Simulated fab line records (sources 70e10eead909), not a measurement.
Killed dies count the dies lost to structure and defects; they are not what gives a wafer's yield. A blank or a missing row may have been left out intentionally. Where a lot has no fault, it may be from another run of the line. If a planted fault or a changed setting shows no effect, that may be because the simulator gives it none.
fab line records	flow nandHarc
record lots=24	wafers=72	lastDay=24
route steps=1159 shown A_STAIRCASE@733 A_SGD_CUT@765 A_SIN_REMOVE@808 A_CONTACT@855
lots that met no fault: from a run of the same line without faults
startH: start of the lot's first displayed wafer, in hours after the record's first day	waitH: how many hours have passed since the lot's step before this one	" as in the row above	L1.1+2: a single row standing in for several wafers	- no value, or no start given	* or withheld: withheld	< > ~ a bound
route shown NAME@n: names a module that has steps shown in the file, with the first one's number in the route	usual: mean and standard deviation over wafers with no fault	same: alike in all rows	chamber/n: place in a boat	sites: readings site by site	_std_site: standard deviation of those values	_edge_site: mean of outer sites minus mean of inner sites	radiusMm: how far each site lies from the wafer's centre	mask NAME#n: copy n	behind: tool/chamber where the wafer was last shaped	hold: reason for holding the lot/hours on hold/outcome of the hold	device: which transistor (n, p or np) failed to switch	end of line: tests of these same wafers at the route's end	a step without rows: its recipe alone	killed: dies lost to structure and defects at the first sort, not the wafer's yield	map: dies across one wafer; x = killed, . = not, _ = none there
set.NAME: the setting as run; set.NAME@STEP: as run at that earlier step	model.NAME: the simulator's own value behind a step, which no gauge read
route steps across a sampled set of lots; one table per step, one row per wafer
services: a tool's chamber out of use, with start hour (startH, from the record's first day; less than 0 if before it), hours out, and reason
## steps
# step NHARC_A_STAIRCASE_CMP_450
# recipe targetThkNm=200	material=SiO2
# usual motorCurrentA=11.8/1.3
lot.wafer	tool	chamber	startH	waitH	motorCurrentA
L074.3	cmp-01	3	285.21	-	10.9
L074.1	"	1	"	"	11.7
L074.5	"	2	"	"	14.7
L075.2	cmp-01	2	310.62	-	14.2
L075.1	"	0	"	"	11.9
L075.3	"	1	"	"	11.8
L078.4	cmp-04	2	322.61	-	10.9
L078.1	"	0	"	"	10.8
L078.6	"	1	"	"	13.2
L077.2	cmp-03	1	322.80	-	12.8
L077.3	"	2	"	"	13.4
L077.1	"	3	"	"	11.8
L076.3	cmp-01	1	323.57	-	11.8
L076.2	"	2	"	"	14.5
L076.6	"	0	"	"	11.4
L082.2	cmp-03	1	337.60	-	12.6
L082.6	"	2	"	"	13.6
L082.5	"	3	"	"	11.5
L079.4	cmp-04	2	337.61	-	11.3
L079.3	"	1	"	"	12.9
L079.6	"	3	"	"	9.6
L080.1	cmp-03	0	338.99	-	11.4
L080.4	"	1	"	"	12.6
L080.5	"	3	"	"	11.2
L081.2	cmp-04	3	357.72	-	9.8
L081.4	"	0	"	"	11.1
L081.1	"	1	"	"	12.8
L085.3	cmp-04	2	368.61	-	10.8
L085.2	"	3	"	"	10.3
L085.6	"	3	"	"	10.5
L084.4	cmp-03	0	368.90	-	11.1
L084.3	"	2	"	"	13.0
L084.5	"	0	"	"	11.0
L086.3	cmp-01	3	375.45	-	10.5
L086.2	"	0	"	"	11.3
L086.5	"	2	"	"	14.6
L087.1	cmp-03	2	376.77	-	13.8
L087.5	"	1	"	"	12.5
L087.6	"	2	"	"	12.9
L083.4	cmp-03	2	378.27	-	13.3
L083.5	"	3	"	"	11.9
L083.6	"	0	"	"	11.1
L088.4	cmp-04	3	387.27	-	10.0
L088.2	"	0	"	"	9.9
L088.1	"	2	"	"	11.3
L089.4	cmp-01	1	387.85	-	12.3
L089.1	"	2	"	"	14.4
L089.3	"	3	"	"	11.0
L090.4	cmp-03	2	406.67	-	12.9
L090.6	"	0	"	"	11.4
L090.5	"	1	"	"	12.3
L093.1	cmp-03	1	414.62	-	11.4
L093.2	"	3	"	"	11.8
L093.3	"	0	"	"	11.1
L092.4	cmp-04	3	414.91	-	9.2
L092.6	"	2	"	"	10.5
L092.5	"	3	"	"	10.0
L091.2	cmp-03	3	419.69	-	11.6
L091.4	"	0	"	"	11.5
L091.5	"	3	"	"	12.5
L094.2	cmp-04	3	419.83	-	9.6
L094.3	"	0	"	"	10.5
L094.1	"	1	"	"	13.2
L095.4	cmp-03	0	444.40	-	11.5
L095.3	"	1	"	"	13.0
L095.6	"	1	"	"	11.7
L096.4	cmp-01	0	444.57	-	11.9
L096.1	"	2	"	"	15.0
L096.6	"	0	"	"	11.3
L097.1	cmp-04	0	444.88	-	10.6
L097.4	"	3	"	"	9.4
L097.5	"	0	"	"	10.5
# step NHARC_A_SGD_CUT_ETCH_16
# recipe targetDepthA=3105	timeS=155.2	c4f8FlowSccm=withheld	o2FlowSccm=8	arFlowSccm=withheld	rfW=600	biasW=800	chemistry=C4F8/O2/Ar
# usual oesProductAu=0.964/0.016	rfVppV=723/4
lot.wafer	tool	chamber	startH	waitH	oesProductAu	rfHoursCounterH	rfVppV
L074.1	rieDiel-09	2	-	-	0.954	2	721
L074.3	"	3	"	"	0.951	3	724
L074.5	"	2	"	"	0.958	-	721
L075.2	rieDiel-04	3	-	-	0.962	1	717
L075.1	"	0	"	"	0.959	1	723
L075.3	"	1	"	"	0.951	1	730
L078.4	rieDiel-04	2	-	-	0.952	1	723
L078.1	"	3	"	"	0.929	1	718
L078.6	"	1	"	"	0.940	-	731
L077.3	rieDiel-06	0	-	-	0.979	7	726
L077.2	"	2	"	"	0.961	6	722
L077.1	"	3	"	"	0.947	6	718
L076.3	rieDiel-04	0	-	-	0.976	2	723
L076.2	"	2	"	"	0.985	2	725
L076.6	"	0	"	"	0.970	-	722
L082.2	rieDiel-04	1	-	-	0.976	2	731
L082.5	"	3	"	"	0.960	-	717
L082.6	"	0	"	"	0.977	-	722
L079.4	rieDiel-06	2	-	-	0.965	9	721
L079.3	"	0	"	"	0.991	8	727
L079.6	"	2	"	"	0.977	-	722
L080.4	rieDiel-09	0	-	-	0.943	9	720
L080.1	"	1	"	"	0.963	8	721
L080.5	"	1	"	"	0.955	-	722
L081.2	rieDiel-04	0	-	-	0.963	4	722
L081.4	"	1	"	"	0.972	5	730
L081.1	"	2	"	"	0.970	5	723
L085.2	rieDiel-06	3	-	-	0.951	11	716
L085.3	"	0	"	"	0.960	10	726
L085.6	"	1	"	"	0.975	-	726
L084.3	rieDiel-04	1	-	-	0.927	5	731
L084.4	"	3	"	"	0.944	5	717
L084.5	"	1	"	"	0.922	-	731
L086.2	rieDiel-09	3	-	-	0.958	14	721
L086.3	"	1	"	"	0.982	12	721
L086.5	"	3	"	"	0.955	-	720
L087.1	rieDiel-06	2	-	-	0.979	12	722
L087.5	"	0	"	"	0.962	-	726
L087.6	"	1	"	"	0.993	-	727
L083.4	rieDiel-06	2	-	-	0.983	12	723
L083.6	"	3	"	"	0.954	-	718
L083.5	"	0	"	"	0.985	-	727
L088.2	rieDiel-04	2	-	-	0.958	7	725
L088.1	"	3	"	"	0.984	6	718
L088.4	"	1	"	"	0.960	7	730
L089.1	rieDiel-06	0	-	-	0.963	13	725
L089.4	"	1	"	"	0.973	14	727
L089.3	"	2	"	"	0.963	13	722
L090.4	rieDiel-06	3	-	-	0.974	15	718
L090.6	"	3	"	"	0.980	-	716
L090.5	"	0	"	"	0.988	-	727
L093.3	rieDiel-04	0	-	-	0.972	9	722
L093.2	"	2	"	"	0.973	10	723
L093.1	"	3	"	"	0.963	9	718
L092.4	rieDiel-09	2	-	-	0.940	17	722
L092.5	"	1	"	"	0.972	-	721
L092.6	"	2	"	"	0.960	-	721
L091.4	rieDiel-04	3	-	-	0.954	9	719
L091.2	"	0	"	"	0.946	9	724
L091.5	"	2	"	"	0.944	-	723
L094.1	rieDiel-09	1	-	-	0.976	17	722
L094.3	"	2	"	"	0.960	17	722
L094.2	"	3	"	"	0.965	19	720
L095.3	rieDiel-06	1	-	-	0.945	2	726
L095.4	"	2	"	"	0.992	2	721
L095.6	"	0	"	"	0.976	-	725
L096.1	rieDiel-04	2	-	-	0.946	12	723
L096.4	"	3	"	"	0.943	11	718
L096.6	"	0	"	"	0.937	-	723
L097.4	rieDiel-09	3	-	-	0.971	0	721
L097.1	"	0	"	"	0.956	1	718
L097.5	"	3	"	"	0.971	-	721
# step NHARC_A_SGD_CUT_CMP_21
# recipe targetThkNm=148.19
# usual motorCurrentA=12.0/1	timeToEndpointS=50/3.6
lot.wafer	tool	chamber	startH	waitH	motorCurrentA	timeToEndpointS
L074.1	cmp-03	3	293.30	0.5	12.3	48
L074.3	"	1	"	"	11.7	49
L074.5	"	3	"	"	10.8	47
L075.3	cmp-03	0	319.11	0.4	11.4	53
L075.2	"	1	"	"	12.3	45
L075.1	"	3	"	"	11.6	48
L077.3	cmp-01	0	332.31	0.4	11.7	56
L077.1	"	1	"	"	11.7	57
L077.2	"	3	"	"	11.4	54
L078.1	cmp-03	1	332.31	0.4	12.0	50
L078.4	"	0	"	"	11.2	54
L078.6	"	2	"	"	13.6	46
L076.3	cmp-02	1	332.31	0.4	12.8	53
L076.2	"	2	"	"	10.9	56
L076.6	"	2	"	"	9.8	55
L079.3	cmp-01	3	346.10	0.4	11.1	51
L079.4	"	2	"	"	14.2	48
L079.6	"	3	"	"	10.8	51
L080.4	cmp-02	1	346.10	0.4	12.2	49
L080.1	"	3	"	"	12.4	53
L080.5	"	2	"	"	10.7	49
L082.2	cmp-03	1	346.15	0.4	12.5	45
L082.5	"	3	"	"	11.7	47
L082.6	"	0	"	"	11.0	48
L081.4	cmp-01	0	368.15	0.4	11.9	54
L081.2	"	1	"	"	11.8	52
L081.1	"	2	"	"	14.7	46
L084.4	cmp-02	0	377.30	0.4	11.2	49
L084.3	"	1	"	"	12.0	48
L084.5	"	0	"	"	10.9	50
L085.2	cmp-03	2	377.30	0.4	13.2	45
L085.3	"	1	"	"	12.1	48
L085.6	"	2	"	"	13.5	43
L086.2	cmp-03	3	384.81	0.4	12.2	48
L086.3	"	1	"	"	11.9	48
L086.5	"	0	"	"	11.2	47
L083.4	cmp-02	1	384.81	0.4	12.6	55
L083.6	"	1	"	"	12.3	54
L083.5	"	2	"	"	10.9	52
L087.1	cmp-01	0	384.88	0.4	11.4	54
L087.6	"	1	"	"	12.2	56
L087.5	"	2	"	"	14.7	48
L088.2	cmp-02	3	396.16	0.4	11.5	58
L088.4	"	0	"	"	11.3	51
L088.1	"	2	"	"	11.3	54
L089.4	cmp-03	3	396.16	0.4	11.9	52
L089.1	"	0	"	"	11.0	52
L089.3	"	2	"	"	13.8	47
L090.4	cmp-01	1	415.16	0.4	11.7	52
L090.6	"	0	"	"	11.3	54
L090.5	"	1	"	"	11.5	52
L093.1	cmp-01	2	422.87	0.4	14.9	45
L093.3	"	0	"	"	11.4	51
L093.2	"	1	"	"	12.3	54
L092.4	cmp-03	1	422.92	0.4	12.7	51
L092.5	"	3	"	"	11.9	54
L092.6	"	0	"	"	10.9	53
L094.3	cmp-01	3	429.31	0.4	11.2	50
L094.2	"	1	"	"	11.7	53
L094.1	"	2	"	"	14.6	47
L091.2	cmp-02	2	429.32	0.4	11.2	51
L091.4	"	0	"	"	11.3	47
L091.5	"	2	"	"	10.5	51
L096.1	cmp-03	1	456.02	0.4	12.3	46
L096.4	"	3	"	"	12.3	48
L096.6	"	1	"	"	12.0	48
L095.4	cmp-01	3	456.09	0.5	10.7	48
L095.3	"	0	"	"	11.7	51
L095.6	"	1	"	"	11.4	53
L097.1	cmp-02	1	456.12	0.5	12.1	43
L097.4	"	2	"	"	10.4	48
L097.5	"	0	"	"	10.8	46
# step NHARC_A_SGD_CUT_STRIP_28
# recipe timeS=20	o2FlowSccm=500	arFlowSccm=0	biasW=0	chemistry=O2
# usual drypumpMotorCurrentA=5.7/0.41	oesProductAu=0.996/0.012	rfVppV=57.8/0.91	showerheadPlenumPTorr=3.50/0.13	throttleValvePct=17.037/0.0088
lot.wafer	tool	chamber	startH	waitH	drypumpMotorCurrentA	oesProductAu	rfHoursCounterH	rfVppV	showerheadPlenumPTorr	throttleValvePct
L074.1	rieDiel-06	2	-	-	5.8	1.004	4	57.2	3.49	17.037
L074.3	"	3	"	"	5.9	0.994	4	56.5	3.33	17.042
L074.5	"	1	"	"	5.9	1.022	-	58.2	3.63	17.028
L075.3	rieDiel-06	0	-	-	4.8	1.017	6	58.2	3.62	17.021
L075.1	"	1	"	"	5.9	1.018	7	58.9	3.62	17.042
L075.2	"	3	"	"	5.9	0.979	6	57.7	3.33	17.019
L078.4	rieDiel-04	1	-	-	6.4	0.981	2	58.0	3.78	17.037
L078.1	"	2	"	"	5.8	1.005	2	57.8	3.53	17.032
L078.6	"	0	"	"	5.2	0.996	-	57.4	3.49	17.024
L076.2	rieDiel-09	3	-	-	5.9	0.987	8	58.0	3.47	17.047
L076.3	"	1	"	"	5.6	1.005	7	57.2	3.48	17.027
L076.6	"	3	"	"	5.9	0.988	-	57.7	3.47	17.026
L077.2	rieDiel-06	2	-	-	5.8	0.998	8	58.3	3.49	17.043
L077.1	"	3	"	"	5.9	0.992	7	56.8	3.33	17.048
L077.3	"	0	"	"	4.8	1.009	8	58.1	3.62	17.026
L079.3	rieDiel-06	1	-	-	5.9	1.022	10	57.6	3.62	17.020
L079.4	"	3	"	"	5.9	1.007	9	56.6	3.33	17.036
L079.6	"	2	"	"	5.8	1.013	-	57.8	3.49	17.038
L082.2	rieDiel-09	1	-	-	5.5	1.023	8	57.6	3.48	17.036
L082.6	"	0	"	"	5.8	0.992	-	58.8	3.37	17.027
L082.5	"	1	"	"	5.6	1.005	-	58.5	3.48	17.058
L080.1	rieDiel-09	2	-	-	6.2	1.000	8	57.3	3.46	17.028
L080.4	"	3	"	"	5.9	0.991	9	55.8	3.47	17.030
L080.5	"	1	"	"	5.6	1.010	-	59.3	3.48	17.036
L081.4	rieDiel-04	3	-	-	5.4	0.996	5	56.5	3.33	17.046
L081.2	"	1	"	"	6.4	0.990	5	59.7	3.77	17.037
L081.1	"	2	"	"	5.8	0.995	5	56.8	3.53	17.037
L085.3	rieDiel-04	0	-	-	5.2	1.001	5	57.1	3.49	17.036
L085.2	"	1	"	"	6.4	0.972	6	58.6	3.77	17.045
L085.6	"	0	"	"	5.1	0.999	-	58.1	3.49	17.035
L084.4	rieDiel-06	3	-	-	5.9	0.987	11	58.0	3.33	17.033
L084.3	"	2	"	"	5.9	0.995	12	56.8	3.49	17.034
L084.5	"	3	"	"	5.9	0.988	-	56.0	3.33	17.046
L083.4	rieDiel-06	0	-	-	4.8	1.004	12	56.4	3.61	17.038
L083.6	"	2	"	"	5.8	1.004	-	56.9	3.49	17.032
L083.5	"	3	"	"	5.9	0.984	-	58.1	3.33	17.041
L086.3	rieDiel-04	2	-	-	5.8	0.994	7	59.4	3.53	17.042
L086.2	"	0	"	"	5.2	0.977	6	57.6	3.49	17.029
L086.5	"	3	"	"	5.4	0.986	-	57.5	3.33	17.039
L087.1	rieDiel-04	1	-	-	6.4	0.982	7	59.5	3.77	17.031
L087.5	"	2	"	"	5.8	0.989	-	57.4	3.53	17.031
L087.6	"	3	"	"	5.4	0.982	-	56.7	3.33	17.035
L088.4	rieDiel-04	2	-	-	5.7	0.989	7	59.7	3.53	17.061
L088.2	"	3	"	"	5.4	0.999	7	57.6	3.33	17.033
L088.1	"	0	"	"	5.2	0.997	7	59.0	3.49	17.037
L089.3	rieDiel-06	2	-	-	5.8	0.996	14	58.1	3.49	17.024
L089.4	"	3	"	"	5.9	0.993	14	57.1	3.33	17.042
L089.1	"	0	"	"	4.8	1.005	14	57.9	3.61	17.026
L090.4	rieDiel-04	3	-	-	5.4	0.995	8	57.3	3.33	17.043
L090.5	"	1	"	"	6.4	0.990	-	58.4	3.77	17.040
L090.6	"	2	"	"	5.8	0.999	-	57.5	3.52	17.030
L093.3	rieDiel-09	2	-	-	6.1	0.989	17	57.2	3.45	17.041
L093.1	"	3	"	"	5.9	0.998	19	57.3	3.47	17.048
L093.2	"	1	"	"	5.6	1.014	17	57.0	3.48	17.024
L092.4	rieDiel-04	3	-	-	5.4	0.987	9	57.5	3.33	17.023
L092.6	"	2	"	"	5.8	1.004	-	57.7	3.52	17.040
L092.5	"	3	"	"	5.4	0.998	-	58.6	3.33	17.033
L091.4	rieDiel-04	2	-	-	5.7	0.997	10	57.5	3.52	17.031
L091.2	"	0	"	"	5.2	0.980	9	57.9	3.49	17.035
L091.5	"	2	"	"	5.8	1.002	-	57.9	3.52	17.031
L094.1	rieDiel-06	1	-	-	5.9	0.989	0	57.9	3.62	17.035
L094.3	"	2	"	"	5.8	1.018	0	59.1	3.49	17.030
L094.2	"	3	"	"	5.9	0.985	0	56.7	3.33	17.047
L096.1	rieDiel-04	0	-	-	5.2	0.989	11	57.5	3.49	17.030
L096.4	"	1	"	"	6.4	0.985	13	59.3	3.77	17.040
L096.6	"	2	"	"	5.8	0.996	-	57.3	3.52	17.035
L095.3	rieDiel-09	0	456.69	0.1	5.8	0.998	2	57.8	3.37	17.041
L095.6	"	2	"	"	6.1	0.985	-	59.6	3.45	17.039
L095.4	"	0	"	"	5.8	0.974	-	59.2	3.37	17.030
L097.1	rieDiel-04	3	-	-	5.4	0.987	11	57.6	3.33	17.042
L097.4	"	0	"	"	5.2	0.990	11	58.4	3.49	17.053
L097.5	"	3	"	"	5.4	0.990	-	57.0	3.33	17.027
# step NHARC_A_SIN_REMOVE_INSPECT_04
# usual rawDefectCount=342/90
lot.wafer	tool	chamber	startH	waitH	rawDefectCount
L074.1	defectInspect-01	-	309.18	0.0	346
L074.3	"	-	"	"	405
L074.5	"	-	"	"	289
L075.1	defectInspect-01	-	336.57	0.0	318
L075.2	"	-	"	"	291
L075.3	"	-	"	"	253
L077.1	defectInspect-01	-	347.42	0.0	262
L077.2	"	-	"	"	285
L077.3	"	-	"	"	259
L076.2	defectInspect-02	-	347.43	0.0	251
L076.3	"	-	"	"	318
L076.6	"	-	"	"	256
L078.1	defectInspect-01	-	347.44	0.0	307
L078.4	"	-	"	"	226
L078.6	"	-	"	"	468
L079.3	defectInspect-02	-	361.23	0.0	414
L079.4	"	-	"	"	310
L079.6	"	-	"	"	393
L082.2	defectInspect-01	-	361.23	0.0	352
L082.5	"	-	"	"	244
L082.6	"	-	"	"	303
L080.1	defectInspect-01	-	368.65	0.0	284
L080.4	"	-	"	"	500
L080.5	"	-	"	"	315
L081.1	defectInspect-01	-	384.65	0.0	343
L081.2	"	-	"	"	262
L081.4	"	-	"	"	272
L084.3	defectInspect-01	-	392.24	0.0	347
L084.4	"	-	"	"	327
L084.5	"	-	"	"	440
L085.2	defectInspect-02	-	392.30	0.1	496
L085.3	"	-	"	"	370
L085.6	"	-	"	"	371
L086.2	defectInspect-01	-	400.81	0.0	339
L086.3	"	-	"	"	399
L086.5	"	-	"	"	254
L083.4	defectInspect-02	-	400.81	0.0	422
L083.5	"	-	"	"	316
L083.6	"	-	"	"	370
L087.1	defectInspect-01	-	400.82	0.0	316
L087.5	"	-	"	"	325
L087.6	"	-	"	"	423
L088.1	defectInspect-01	-	411.85	0.0	347
L088.2	"	-	"	"	418
L088.4	"	-	"	"	277
L089.1	defectInspect-02	-	411.85	0.0	375
L089.3	"	-	"	"	307
L089.4	"	-	"	"	282
L090.4	defectInspect-01	-	430.17	0.0	318
L090.5	"	-	"	"	439
L090.6	"	-	"	"	510
L092.4	defectInspect-02	-	438.60	0.0	344
L092.5	"	-	"	"	620
L092.6	"	-	"	"	805
L093.1	defectInspect-01	-	438.61	0.0	397
L093.2	"	-	"	"	513
L093.3	"	-	"	"	348
L091.2	defectInspect-01	-	445.72	0.0	359
L091.4	"	-	"	"	315
L091.5	"	-	"	"	394
L094.1	defectInspect-02	-	445.73	0.0	408
L094.2	"	-	"	"	276
L094.3	"	-	"	"	295
L096.1	defectInspect-02	-	471.05	0.0	255
L096.4	"	-	"	"	330
L096.6	"	-	"	"	322
L095.3	defectInspect-01	-	471.05	0.0	453
L095.4	"	-	"	"	425
L095.6	"	-	"	"	342
L097.1	defectInspect-02	-	471.06	0.0	257
L097.4	"	-	"	"	301
L097.5	"	-	"	"	394
# step NHARC_A_CONTACT_OVL_MEAS_43
# usual overlayXNm=-0.2/0.85	overlayYNm=0.0/0.82
lot.wafer	tool	chamber	startH	waitH	overlayXNm	overlayYNm
L074.1	overlay-02	-	352.28	-	-1.8	1.4
L074.3	"	-	"	"	-1.7	1.2
L074.5	"	-	"	"	-1.7	1.5
L075.1	overlay-02	-	371.43	-	0.4	-0.6
L075.2	"	-	"	"	0.5	-0.6
L075.3	"	-	"	"	0.6	-0.3
L076.2	overlay-02	-	378.48	-	-1.0	-0.2
L076.3	"	-	"	"	-1.3	-0.4
L076.6	"	-	"	"	-1.4	0.0
L077.1	overlay-02	-	379.15	-	0.0	1.8
L077.2	"	-	"	"	0.2	1.1
L077.3	"	-	"	"	-0.1	1.9
L078.1	overlay-02	-	383.43	-	-1.5	-0.9
L078.4	"	-	"	"	-1.3	-0.8
L078.6	"	-	"	"	-1.8	-1.5
L082.2	overlay-02	-	397.81	-	-0.8	-0.2
L082.5	"	-	"	"	-0.3	0.2
L082.6	"	-	"	"	-0.5	-0.1
L079.3	overlay-02	-	402.63	-	-0.3	0.2
L079.4	"	-	"	"	-1.0	-0.2
L079.6	"	-	"	"	-0.7	-0.2
L080.1	overlay-02	-	409.91	-	0.8	-1.9
L080.4	"	-	"	"	1.4	-2.2
L080.5	"	-	"	"	1.0	-2.6
L081.1	overlay-02	-	416.82	-	-0.5	0.2
L081.2	"	-	"	"	-0.5	-0.2
L081.4	"	-	"	"	-0.4	-0.8
L085.2	overlay-02	-	425.44	-	-0.4	-0.2
L085.3	"	-	"	"	0.1	0.4
L085.6	"	-	"	"	-0.9	0.7
L084.3	overlay-02	-	426.57	-	-0.3	-0.1
L084.4	"	-	"	"	0.1	-0.8
L084.5	"	-	"	"	0.1	-0.6
L086.2	overlay-02	-	432.14	-	-0.1	-0.1
L086.3	"	-	"	"	0.3	0.5
L086.5	"	-	"	"	0.4	0.8
L087.1	overlay-02	-	432.50	-	-1.0	0.3
L087.5	"	-	"	"	-1.0	0.4
L087.6	"	-	"	"	-1.1	0.1
L083.4	overlay-02	-	436.76	-	1.2	0.7
L083.5	"	-	"	"	1.1	1.9
L083.6	"	-	"	"	1.0	0.5
L089.1	overlay-02	-	448.54	-	0.1	-1.0
L089.3	"	-	"	"	0.3	-1.1
L089.4	"	-	"	"	-0.1	-0.9
L088.1	overlay-02	-	448.93	-	-1.1	0.4
L088.2	"	-	"	"	-0.9	0.0
L088.4	"	-	"	"	-1.1	0.0
L090.4	overlay-02	-	464.56	-	0.6	0.4
L090.5	"	-	"	"	0.3	-0.4
L090.6	"	-	"	"	0.2	-0.2
L092.4	overlay-02	-	472.19	-	-1.3	-0.6
L092.5	"	-	"	"	-0.9	-0.6
L092.6	"	-	"	"	-0.2	0.0
L093.1	overlay-02	-	475.30	-	0.6	-0.3
L093.2	"	-	"	"	0.6	-0.4
L093.3	"	-	"	"	1.4	0.1
L094.1	overlay-02	-	479.15	-	-0.2	-0.1
L094.2	"	-	"	"	-0.4	-0.5
L094.3	"	-	"	"	-0.2	-0.4
L091.2	overlay-02	-	480.27	-	0.8	-0.2
L091.4	"	-	"	"	0.2	-0.2
L091.5	"	-	"	"	0.2	-0.5
L096.1	overlay-01	-	505.85	-	0.8	0.8
L096.4	"	-	"	"	0.8	0.6
L096.6	"	-	"	"	1.3	0.5
L095.3	overlay-02	-	506.41	-	0.1	0.3
L095.4	"	-	"	"	-0.3	-0.2
L095.6	"	-	"	"	-0.1	0.1
L097.1	overlay-01	-	510.86	-	-0.8	0.9
L097.4	"	-	"	"	-0.9	0.7
L097.5	"	-	"	"	-0.9	0.4
## services
tool	chamber	startH	hours	kind
rieDiel-09	-	270.44	1.1	repair
cmp-04	-	271.52	3.2	repair
rieDiel-04	0	275.31	11.8	repair
cmp-01	-	277.50	4.0	pm
cmp-04	-	282.36	0.7	repair
cmp-03	-	283.21	2.4	repair
rieDiel-04	-	289.05	9.0	pm
cmp-04	-	301.73	4.0	pm
rieDiel-09	-	316.99	0.6	repair
cmp-01	-	320.03	3.2	repair
cmp-02	-	324.71	4.0	pm
rieDiel-06	0	336.10	3.1	repair
cmp-04	-	351.55	1.0	repair
cmp-03	-	352.86	4.0	pm
cmp-03	-	358.28	3.2	repair
cmp-01	-	375.59	4.0	pm
cmp-03	-	379.96	4.2	repair
cmp-04	-	399.73	4.0	pm
rieDiel-09	1	405.88	2.4	repair
rieDiel-06	-	418.29	9.0	pm
rieDiel-09	-	431.10	9.0	pm
rieDiel-06	0	432.63	3.1	repair
rieDiel-09	1	449.71	3.0	repair
cmp-03	-	450.86	4.0	pm
## key
fault none
